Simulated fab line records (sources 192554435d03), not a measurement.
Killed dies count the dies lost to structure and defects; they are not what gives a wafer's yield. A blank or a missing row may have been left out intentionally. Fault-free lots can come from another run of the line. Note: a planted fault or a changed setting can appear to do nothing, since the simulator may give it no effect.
What tool caused it? :: flow n5Finfet :: at 1 step of a route of 1938, 22 lots with 66 wafers sampled

== WHAT EACH GAUGE READ, for each wafer ==
N5_BEOL_M7_OVL_MEAS_29.
lot: L074
measured: day 10 18:53
on: overlay-01
V6_OVL (nm): 0.8 1.0 1.4

lot: L076
measured: day 11 09:30
on: overlay-02
V6_OVL (nm): -1.0 -1.1 -0.8

lot: L075
measured: day 12 03:47
on: overlay-02
V6_OVL (nm): 0.5 -1.1 -0.3

lot: L078
measured: day 12 07:13
on: overlay-01
V6_OVL (nm): 1.0 0.0 -0.5

lot: L079
measured: day 12 11:35
on: overlay-01
V6_OVL (nm): 0.0 -0.5 -0.8

lot: L080
measured: day 13 02:07
on: overlay-02
V6_OVL (nm): 0.8 1.0 0.5

lot: L081
measured: day 13 09:40
on: overlay-02
V6_OVL (nm): -0.3 0.3 -1.7

lot: L082
measured: day 13 14:55
on: overlay-02
V6_OVL (nm): 0.1 -0.1 -0.9

lot: L084
measured: day 13 14:57
on: overlay-02
V6_OVL (nm): 0.1 -0.1 0.1

lot: L083
measured: day 13 18:45
on: overlay-01
V6_OVL (nm): 1.0 1.4 0.3

lot: L085
measured: day 14 02:40
on: overlay-01
V6_OVL (nm): -0.8 0.3 -1.1

lot: L087
measured: day 14 02:56
on: overlay-01
V6_OVL (nm): -0.1 0.7 0.0

lot: L086
measured: day 14 22:02
on: overlay-02
V6_OVL (nm): 0.2 0.6 -0.3

lot: L090
measured: day 15 01:01
on: overlay-02
V6_OVL (nm): -0.2 0.3 0.0

lot: L089
measured: day 15 01:11
on: overlay-02
V6_OVL (nm): -0.8 -0.5 -1.2

lot: L092
measured: day 16 00:11
on: overlay-01
V6_OVL (nm): -0.2 0.1 0.1

lot: L091
measured: day 16 00:50
on: overlay-01
V6_OVL (nm): 0.3 -0.3 -0.3

lot: L093
measured: day 16 08:42
on: overlay-01
V6_OVL (nm): -1.7 -1.0 -0.3

lot: L094
measured: day 16 10:50
on: overlay-02
V6_OVL (nm): 0.7 0.1 0.2

lot: L095
measured: day 16 11:07
on: overlay-01
V6_OVL (nm): 0.5 0.7 -0.3

lot: L096
measured: day 16 14:11
on: overlay-02
V6_OVL (nm): 0.0 0.0 -0.7

lot: L097
measured: day 16 22:24
on: overlay-01
V6_OVL (nm): -0.2 0.7 -0.3

== TOOL THAT RAN EACH LOT (tool first, then ch and the chambers of the sampled wafers, then the start) ==
There is no process step in the record ahead of these readings.

== WHAT THE TOOLS THEMSELVES READ (means of the sampled wafers that have a number; where no wafer has one, the mark that the record gives instead) ==
The record holds no such reading with a usual standard deviation.

== THE ANSWER, worked out from the rows above alone ==
Rule: usual is defined by the lots themselves. The widest of any qualifying gaps counts: lots, ordered by their means at a reading, are off when they make up no more than a third of the lots, leave a main group of 4 or more, and stand apart from it by 3 or more times the standard deviation of that group's means. A main group whose means are all the same, to the digits that the tables above print for the reading, isn't used. Also off: a lot with no number at a reading for which 4 or more lots have one. Where the step has rows for the other lots, those lots are counted as sound. After the gauges, taken in route order, come the tools' own readings; for these a lot's mean is taken, as printed above. The first step at which some lot is off is used, and at that step the reading that is off furthest; a lot without a number counts as furthest.
Nothing can be told from this: no lot is off at any reading shown.

== WHAT HAD BEEN PUT IN BY THE SIMULATOR ==
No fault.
